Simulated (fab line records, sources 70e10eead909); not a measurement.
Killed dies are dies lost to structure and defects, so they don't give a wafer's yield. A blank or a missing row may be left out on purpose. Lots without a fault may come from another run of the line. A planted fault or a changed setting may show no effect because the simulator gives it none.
A struck lot beside a sound one | flow nand_harc | 20 steps out of a route of 1302
Sound: wafers L917.3, L917.4, L917.6. Struck: wafers L934.2, L934.4, L934.6. The cause comes at the end.
At each step with rows: each side's tool, then ch and its chambers, then its first start. Under that, the readings that differ: sound wafers | struck wafers | difference of the means | sigmas: that difference in standard deviations of wafers without a fault.
alike: readings whose means differ by less than 2 such deviations, and words and numbers that are the same on both sides. not compared: withheld readings, readings that some wafer has no value for, bounds like >300 that may hide the same value, and numbers for which the record gives no deviation and whose values overlap.
The two part at a step that has a row with sigmas, a row that says differs or no value, or rows on one side only. Numbers that don't overlap but have no deviation are shown without sigmas and don't part them. A reading that every wafer of one side lacks parts them only if that side has two wafers or more.

NHARC_A_BLC_CMP_25: polishes, t overpolish 30 s, target thk 150 nm.
  sound on cmp-02 ch 0,1,3, day 23 03:39; struck on cmp-03 ch 0,3, day 30 01:25
  alike: motor_current_A, overpolish_run_s, time_to_endpoint_s
then, 1 step without rows for these wafers: NHARC_A_BLC_SRD_27.
NHARC_A_BLC_INSPECT_28:
  sound on defect_inspect-01, day 23 04:02; struck on defect_inspect-02, day 30 01:47
  alike: raw_defect_count
then, 8 steps without rows for these wafers: NHARC_A_M0_DEP_00 (deposits SiOC, target thk 150 nm); NHARC_A_M0_DEHYDRATE_01 (time 120 s); NHARC_A_M0_HMDS_02 (time 30 s); NHARC_A_M0_COAT_33 (time 65 s); NHARC_A_M0_COAT_03 (resist thk 90 nm); NHARC_A_M0_SOFTBAKE_04 (time 55 s); NHARC_A_M0_EBR_05; NHARC_A_M0_EXPOSE_06 (exposes mask A M0, target cd 80 nm).
NHARC_A_M0_PEB_07: peb time 65 s.
  sound on litho_track-04 ch 0, day 23 04:51; struck on litho_track-04 ch 0, day 30 02:29
  reading                  | sound              | struck               | difference | sigmas
  heater_power_total_W (W) | 157.1 157.0 157.1  | 178.3 177.5 178.3    | +21.0      | +50
  plate_temp_C (C)         | 99.88 100.08 99.85 | 109.80 109.72 109.85 | +9.85      | +70
then, 1 step without rows for these wafers: NHARC_A_M0_DEVELOP_08 (develop time 35 s).
NHARC_A_M0_CD_MEAS_09: target cd 80 nm.
  sound on cd_sem-03 ch 0, day 23 04:56; struck on cd_sem-01 ch 0, day 30 02:34
  reading    | sound          | struck            | difference | sigmas
  cd_nm (nm) | 80.3 79.2 79.4 | 108.2 108.1 108.7 | +28.7      | +32
NHARC_A_M0_OVL_MEAS_10: pitch 160 nm.
  sound on overlay-01, day 23 05:01; struck on overlay-02, day 30 02:39
  alike: overlay_x_nm, overlay_y_nm
NHARC_A_M0_INSPECT_11:
  sound on defect_inspect-01, day 23 05:03; struck on defect_inspect-01, day 30 02:41
  alike: raw_defect_count
NHARC_A_M0_DESCUM_14: chemistry O2, time 3 s.
  sound on rie_diel-06 ch 1,2,3, day 23 05:07; struck on rie_diel-06 ch 0,1,3, day 30 02:46
  reading               | sound             | struck            | difference | sigmas
  model.A_M0.cd_nm (nm) | 80.47 79.61 79.73 | 108.5 107.7 108.3 | +28.2      |
  alike: drypump_motor_current_A, oes_product_au, rf_vpp_V, showerhead_plenum_p_Torr, throttle_valve_pct
  not compared: rf_hours_counter_h
NHARC_A_M0_ETCH_34: etches the open film in N2/H2, target depth 40 nm, overetch 12 nm, time 43.94 s.
  sound on rie_diel-06 ch 1,2, day 23 05:12; struck on rie_diel-06 ch 0,1,2, day 30 02:50
  alike: drypump_motor_current_A, oes_product_au, rf_vpp_V, showerhead_plenum_p_Torr, throttle_valve_pct
  not compared: rf_hours_counter_h
NHARC_A_M0_ETCH_15: etches the open film in C4F8/Ar, target depth 150 nm, overetch 15 nm, time 82.5 s.
  sound on rie_diel-06 ch 1,3; struck on rie_diel-06 ch 0,1
  reading               | sound             | struck            | difference | sigmas
  model.A_M0.cd_nm (nm) | 81.14 79.18 79.28 | 108.6 108.5 107.8 | +28.4      |
  alike: oes_product_au, rf_vpp_V
  not compared: rf_hours_counter_h
NHARC_A_M0_CD_MEAS_16:
  sound on cd_sem-01, day 23 05:25; struck on cd_sem-03, day 30 03:03
  reading    | sound          | struck            | difference | sigmas
  cd_nm (nm) | 81.3 79.4 79.2 | 108.5 108.2 107.7 | +28.2      | +29

WHERE THEY PART
First at NHARC_A_M0_PEB_07; last, within this record, at NHARC_A_M0_CD_MEAS_16.

WHY: what the simulator had put in
Process parameter drift: litho_track-04, from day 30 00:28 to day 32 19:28, at NHARC_A_M0_PEB_07. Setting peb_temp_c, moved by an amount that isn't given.
